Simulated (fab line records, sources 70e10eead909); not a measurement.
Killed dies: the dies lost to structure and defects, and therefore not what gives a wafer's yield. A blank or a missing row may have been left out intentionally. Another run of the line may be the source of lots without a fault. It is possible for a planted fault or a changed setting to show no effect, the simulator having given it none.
Which tool is to blame?    flow nand harc    6 lots with 18 wafers sampled at 3 steps, on a route of 1302 steps

== WHAT THE GAUGES SHOWED, per wafer ==
NHARC_P_GATE_CD_MEAS_26 targets a cd of 120 nm.
lot   measured      on         cd nm (nm)
L286  day 5 10:26   cd sem-01  120.2 119.8 120.1
L289  day 6 18:09   cd sem-03  119.9 120.1 120.1
L293  day 8 16:56   cd sem-03  120.0 120.2 120.4
L304  day 13 00:50  cd sem-03  119.6 120.4 119.5
L306  day 13 13:18  cd sem-03  120.0 120.0 120.0
L308  day 14 14:43  cd sem-02  119.7 119.9 119.7

== WHICH TOOL RAN EACH LOT (tool, then ch and the chambers of the sampled wafers, then the start) ==
lot   NHARC_P_ZERO_WELL_ETCH_62                      NHARC_P_GATE_EXPOSE_23
L286  rie diel-09 ch 0,2, day 4 20:16 or earlier     arfi scanner-01 ch 0, day 5 10:17
L289  rie diel-01 ch 1,2,3, day 6 02:31 or earlier   arfi scanner-01 ch 0, day 6 18:01
L293  rie diel-01 ch 1,2,3, day 8 02:02 or earlier   arfi scanner-01 ch 0, day 8 16:48
L304  rie diel-09 ch 1,2,3, day 12 10:36 or earlier  arfi scanner-03 ch 0, day 13 00:42
L306  rie diel-01 ch 0,1,3, day 12 23:07 or earlier  arfi scanner-01 ch 0, day 13 13:10
L308  rie diel-09 ch 0,2,3, day 13 21:18 or earlier  arfi scanner-03 ch 0, day 14 14:34
- NHARC_P_ZERO_WELL_ETCH_62: etches the open film in CHF3/Ar, target depth 13 nm, time 6.5 s.
- NHARC_P_GATE_EXPOSE_23: exposes mask P GATE, target cd 120 nm.

== THE ANSWER, worked out from the rows above alone ==
Rule: the lots themselves supply what counts as usual. The widest of any qualifying gaps counts: lots, ordered by their means at a reading, are off when they make up no more than a third of the lots, leave a main group of 4 or more, and stand apart from it by 3 or more times the standard deviation of that group's means. The tables above print the reading to a certain number of digits; a main group whose means all agree to those digits is not used. A lot without any number at a reading at which 4 lots or more have one is off too. All remaining lots with rows at the step are treated as sound.
None of the lots is off at any reading shown; this tells nothing.

== WHAT WAS PUT IN BY THE SIMULATOR ==
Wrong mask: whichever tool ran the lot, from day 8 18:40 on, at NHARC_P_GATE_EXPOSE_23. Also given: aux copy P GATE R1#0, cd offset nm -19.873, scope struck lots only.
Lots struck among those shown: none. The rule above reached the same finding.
